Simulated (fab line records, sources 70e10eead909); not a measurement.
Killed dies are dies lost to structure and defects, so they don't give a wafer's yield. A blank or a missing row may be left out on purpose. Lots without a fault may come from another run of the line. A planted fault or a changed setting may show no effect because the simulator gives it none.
fab line records | flow nand_harc
record lots=13 wafers=37 last_day=24
route steps=1159 shown A_ONON_D1@441 A_CHANNEL_HOLE_D1@460
lots that met no fault: from a run of the same line without faults
start_h: hours from the record's first day to the start of the lot's first wafer shown | wait_h: hours since the lot's step before | " the same as in the row above | L1.1+2: a row that stands for several wafers | - no value, or no start given | * or withheld: withheld | < > ~ a bound
route shown NAME@n: a module of which the file shows steps, and the number in the route of the first | usual: mean/standard deviation of fault-free wafers | same: alike in all rows | chamber/n: place in a boat | sites: the reading at each site | _std_site: their standard deviation | _edge_site: outer sites' mean less inner sites' | radius_mm: how far each site lies from the wafer's centre | mask NAME#n: copy n | behind: the tool/chamber that last shaped the wafer | hold: why the lot was held/for how many hours/how that ended | device: the transistor (n, p or np) that didn't switch | end of line: the same wafers' tests at the end of the route | a step without rows: its recipe alone | killed: dies lost to structure and defects at the first sort, not the wafer's yield | map: a wafer's dies, x killed, . not, _ none there
set.NAME: the setting as run; set.NAME@STEP: as run at that earlier step | model.NAME: the simulator's own value behind a step, which no gauge read
steps of the route over a sample of lots; a table a step, a row a wafer
services: from which hour (start_h, from the record's first day; less than 0 if before it) a tool's chamber was out of use, for how many hours, and why
## steps
# step NHARC_A_ONON_D1_THK_MEAS_24
# recipe thk_meas_gauge=ellipsometry
# usual thk_nm=1002/7.9
# columns lot.wafer tool chamber start_h wait_h thk_nm
L956.1 film_metro-02 - 155.22 - 1001
L956.3 " - " " 1000
L956.5 " - " " 1000
L957.1 film_metro-01 - 176.01 - 1012
L957.2 " - " " 1013
L957.3 " - " " 1010
L960.1 film_metro-01 - 189.82 - 999
L960.4 " - " " 999
L960.6 " - " " 1000
L959.1 film_metro-01 - 189.97 - 998
L959.2 " - " " 1000
L959.3 " - " " 1000
L961.3 film_metro-02 - 202.04 - 1000
L961.4 " - " " 1000
L961.6 " - " " 1002
L962.1 film_metro-02 - 202.36 - 1013
L962.4 " - " " 1012
L962.5 " - " " 1013
L964.2 film_metro-02 - 210.08 - 1002
L964.5 " - " " 1000
L964.6 " - " " 1001
L963.1 film_metro-01 - 218.88 - 1011
L963.2 " - " " 1010
L963.4 " - " " 1012
L969.1 film_metro-01 - 241.42 - 996
L969.5 " - " " 997
L972.4 film_metro-01 - 274.80 - 1000
L972.5 " - " " 1002
L973.2 film_metro-02 - 275.14 - 992
L973.4 " - " " 994
L973.5 " - " " 994
L975.1 film_metro-02 - 282.00 - 995
L975.2 " - " " 995
L975.3 " - " " 994
L978.1 film_metro-02 - 300.34 - 1008
L978.4 " - " " 1008
L978.6 " - " " 1007
# step NHARC_A_ONON_D1_THK_MEAS_30
# recipe thk_meas_gauge=ellipsometry
# usual thk_nm=1001/10
# columns lot.wafer tool chamber start_h wait_h thk_nm
L956.1 film_metro-01 - 156.36 - 994
L956.3 " - " " 994
L956.5 " - " " 991
L957.1 film_metro-01 - 177.15 - 1012
L957.2 " - " " 1010
L957.3 " - " " 1011
L960.1 film_metro-02 - 191.00 - 1003
L960.4 " - " " 1003
L960.6 " - " " 1004
L959.1 film_metro-02 - 191.25 - 1008
L959.2 " - " " 1007
L959.3 " - " " 1006
L961.3 film_metro-02 - 203.18 - 989
L961.4 " - " " 992
L961.6 " - " " 991
L962.1 film_metro-01 - 203.49 - 1022
L962.4 " - " " 1021
L962.5 " - " " 1020
L964.2 film_metro-01 - 211.21 - 983
L964.5 " - " " 982
L964.6 " - " " 983
L963.1 film_metro-02 - 220.01 - 1009
L963.2 " - " " 1010
L963.4 " - " " 1010
L969.1 film_metro-01 - 242.83 - 995
L969.5 " - " " 995
L972.4 film_metro-02 - 275.93 - 1002
L972.5 " - " " 1005
L973.2 film_metro-01 - 276.28 - 996
L973.4 " - " " 999
L973.5 " - " " 1000
L975.1 film_metro-02 - 283.14 - 1017
L975.2 " - " " 1016
L975.3 " - " " 1015
L978.1 film_metro-01 - 301.49 - 1002
L978.4 " - " " 1001
L978.6 " - " " 1002
# step NHARC_A_CHANNEL_HOLE_D1_PEB_08
# recipe peb_temp_c=100 peb_time_s=65
# usual heater_power_total_W=156.5/0.43
# columns lot.wafer tool chamber start_h wait_h heater_power_total_W
L956.1 litho_track-04 0 159.51 0.1 157.1
L956.3 " 0 " " 156.3
L956.5 " 0 " " 156.7
L957.1 litho_track-04 0 183.54 0.1 156.8
L957.2 " 0 " " 156.4
L957.3 " 0 " " 156.7
L960.1 litho_track-01 0 194.46 0.1 156.5
L960.4 " 0 " " 156.2
L960.6 " 0 " " 156.7
L959.1 litho_track-01 0 194.69 0.1 155.9
L959.2 " 0 " " 157.0
L959.3 " 0 " " 157.1
L961.3 litho_track-01 0 206.23 0.0 156.4
L961.4 " 0 " " 156.1
L961.6 " 0 " " 156.8
L962.1 litho_track-04 0 208.29 0.1 156.7
L962.4 " 0 " " 157.0
L962.5 " 0 " " 156.8
L964.2 litho_track-01 0 214.68 0.1 156.0
L964.5 " 0 " " 156.8
L964.6 " 0 " " 156.5
L963.1 litho_track-06 0 223.19 0.1 156.7
L963.2 " 0 " " 157.1
L963.4 " 0 " " 157.2
L969.1 litho_track-01 0 246.82 0.1 167.1
L969.5 " 0 " " 157.1
L972.4 litho_track-01 0 281.05 0.0 166.0
L972.5 " 0 " " 157.1
L973.2 litho_track-06 0 281.63 0.1 156.7
L973.4 " 0 " " 156.1
L973.5 " 0 " " 156.5
L975.1 litho_track-06 0 286.31 0.1 156.0
L975.2 " 0 " " 156.2
L975.3 " 0 " " 156.5
L978.1 litho_track-06 0 308.35 0.1 157.0
L978.4 " 0 " " 157.1
L978.6 " 0 " " 156.9
# step NHARC_A_CHANNEL_HOLE_D1_CD_MEAS_10
# recipe target_cd_nm=100 landing_energy_ev=500
# usual cd_nm=100.2/0.67
# columns lot.wafer tool chamber start_h wait_h cd_nm
L956.1 cd_sem-02 0 159.59 - 99.3
L956.3 " 0 " " 99.7
L956.5 " 0 " " 99.4
L957.1 cd_sem-03 0 183.62 - 99.0
L957.2 " 0 " " 98.7
L957.3 " 0 " " 99.5
L960.1 cd_sem-01 0 194.54 - 100.8
L960.4 " 0 " " 100.2
L960.6 " 0 " " 100.2
L959.1 cd_sem-03 0 194.77 - 101.0
L959.2 " 0 " " 101.0
L959.3 " 0 " " 100.2
L961.3 cd_sem-02 0 206.31 - 100.9
L961.4 " 0 " " 100.2
L961.6 " 0 " " 100.6
L962.1 cd_sem-02 0 208.37 - 99.7
L962.4 " 0 " " 99.7
L962.5 " 0 " " 100.6
L964.2 cd_sem-03 0 214.76 - 100.0
L964.5 " 0 " " 101.0
L964.6 " 0 " " 100.1
L963.1 cd_sem-01 0 223.27 - 100.4
L963.2 " 0 " " 101.0
L963.4 " 0 " " 100.8
L969.1 cd_sem-01 0 246.90 - 97.3
L969.5 " 0 " " 99.9
L972.4 cd_sem-02 0 281.14 - 97.4
L972.5 " 0 " " 100.9
L973.2 cd_sem-02 0 281.71 - 100.6
L973.4 " 0 " " 101.0
L973.5 " 0 " " 100.6
L975.1 cd_sem-02 0 286.39 - 100.3
L975.2 " 0 " " 99.4
L975.3 " 0 " " 100.1
L978.1 cd_sem-01 0 308.43 - 101.3
L978.4 " 0 " " 101.0
L978.6 " 0 " " 101.4
# step NHARC_A_CHANNEL_HOLE_D1_DESCUM_15
# recipe time_s=3 o2_flow_sccm=200 ar_flow_sccm=0 bias_power_w=0 chemistry=O2
# usual drypump_motor_current_A=5.8/0.32 oes_product_au=1.006/0.013 rf_vpp_V=57.7/1 showerhead_plenum_p_Torr=1.94/0.089 throttle_valve_pct=11.311/0.0097
# columns lot.wafer tool chamber start_h wait_h drypump_motor_current_A oes_product_au rf_hours_counter_h rf_vpp_V showerhead_plenum_p_Torr throttle_valve_pct
L956.3 rie_diel-13 3 159.77 0.1 5.8 1.002 3 56.5 1.78 11.304
L956.1 " 1 " " 5.3 1.025 4 57.6 1.99 11.331
L956.5 " 0 " " 6.2 0.998 - 58.9 2.04 11.293
L957.3 rie_diel-13 2 183.80 0.1 5.6 1.028 3 57.9 1.98 11.310
L957.2 " 3 " " 5.8 0.990 5 56.7 1.78 11.320
L957.1 " 1 " " 5.4 1.027 5 57.0 1.99 11.314
L960.1 rie_diel-08 1 194.72 0.1 6.1 1.019 5 56.7 1.85 11.318
L960.6 " 1 " " 6.1 1.018 - 59.0 1.85 11.311
L960.4 " 2 " " 5.5 1.005 - 59.4 2.00 11.303
L959.3 rie_diel-13 2 194.96 0.1 5.5 1.018 4 57.3 1.97 11.306
L959.1 " 3 " " 5.8 1.001 6 56.1 1.78 11.313
L959.2 " 0 " " 6.2 0.995 6 57.5 2.04 11.320
L961.3 rie_diel-13 2 206.50 0.1 5.6 1.028 5 55.7 1.97 11.320
L961.4 " 3 " " 5.8 1.002 7 57.4 1.78 11.304
L961.6 " 2 " " 5.5 1.008 - 57.2 1.97 11.304
L962.1 rie_diel-13 0 208.55 0.1 6.2 0.990 7 58.3 2.04 11.287
L962.4 " 2 " " 5.5 1.014 5 58.1 1.97 11.323
L962.5 " 1 " " 5.4 1.021 - 57.2 1.99 11.315
L964.2 rie_diel-13 0 214.96 0.1 6.3 0.990 8 59.2 2.04 11.312
L964.6 " 2 " " 5.5 1.015 - 57.2 1.97 11.340
L964.5 " 3 " " 5.9 1.000 - 59.0 1.78 11.315
L963.1 rie_diel-13 0 223.47 0.1 6.3 0.991 9 57.6 2.04 11.301
L963.2 " 2 " " 5.6 1.014 7 58.9 1.97 11.321
L963.4 " 0 " " 6.3 0.991 - 59.1 2.04 11.300
L969.1 rie_diel-13 0 247.10 0.1 6.2 0.994 11 58.2 2.04 11.305
L969.5 " 3 " " 5.8 1.019 - 56.3 1.78 11.313
L972.4 rie_diel-11 2 281.33 0.1 5.8 1.010 5 55.1 1.94 11.299
L972.5 " 1 " " 6.0 1.014 - 58.5 1.96 11.311
L973.2 rie_diel-08 2 281.90 0.1 5.5 0.989 13 58.8 2.00 11.302
L973.4 " 3 " " 6.5 0.997 12 58.5 2.01 11.304
L973.5 " 2 " " 5.5 0.987 - 58.2 2.00 11.309
L975.1 rie_diel-11 3 286.58 0.1 5.8 1.007 5 56.7 1.98 11.323
L975.3 " 0 " " 5.6 1.004 5 56.1 1.85 11.321
L975.2 " 1 " " 6.0 1.026 5 59.1 1.96 11.315
L978.1 rie_diel-13 0 308.62 0.1 6.3 1.001 1 57.9 2.04 11.311
L978.4 " 1 " " 5.4 1.008 1 57.0 1.99 11.303
L978.6 " 0 " " 6.2 0.993 - 56.8 2.04 11.302
## services
# columns tool chamber start_h hours kind
litho_track-04 - 141.00 7.0 pm
rie_diel-08 1 141.25 6.0 repair
rie_diel-13 0 157.00 - clean
rie_diel-13 1 157.00 - clean
rie_diel-13 2 157.00 - clean
rie_diel-13 3 157.00 - clean
rie_diel-13 0 181.50 - clean
rie_diel-13 1 181.50 - clean
rie_diel-13 2 181.50 - clean
rie_diel-13 3 181.50 - clean
rie_diel-11 2 186.98 3.6 repair
rie_diel-11 - 189.56 9.0 pm
rie_diel-13 0 206.00 - clean
rie_diel-13 1 206.00 - clean
rie_diel-13 2 206.00 - clean
rie_diel-13 3 206.00 - clean
rie_diel-11 3 208.10 6.4 repair
rie_diel-13 1 223.23 23.2 repair
rie_diel-13 0 230.66 - clean
litho_track-01 - 268.00 7.0 pm
rie_diel-13 - 276.00 9.0 pm
litho_track-06 - 292.00 7.0 pm
rie_diel-08 3 298.10 2.3 repair
rie_diel-08 - 301.88 9.0 pm
## key
first_sign step=NHARC_A_CHANNEL_HOLE_D1_PEB_08 reading=heater_power_total_W direction=up sigmas=23 usual=* struck=*
effect step=NHARC_A_CHANNEL_HOLE_D1_CD_MEAS_10 reading=cd_nm direction=down sigmas=4.2 usual=100.2 struck=97.3
met_at NHARC_A_CHANNEL_HOLE_D1_PEB_08
struck_lots L969,L972
struck_wafers L969.1,L972.4
tester_left_out L969,L972
not_acting_at NHARC_A_ONON_D1_THK_MEAS_24,NHARC_A_ONON_D1_THK_MEAS_30,NHARC_A_CHANNEL_HOLE_D1_DESCUM_15
onset_between 214.68 246.82
fault kind=process_parameter_drift tool=litho_track-01 chamber=- onset_h=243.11 steps=NHARC_A_CHANNEL_HOLE_D1_PEB_08 channel=peb_time_s offset=* shape=step end_h=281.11 scope=struck_wafers_only acts_in=* stated=*
# tester_left_out: of these lots the tester's yield and bins aren't shown, on N5 and GAA mostly nor the transistor test; their killed dies are dies lost to structure and defects alone, not to doping, threshold or leakage, so they don't give the yield
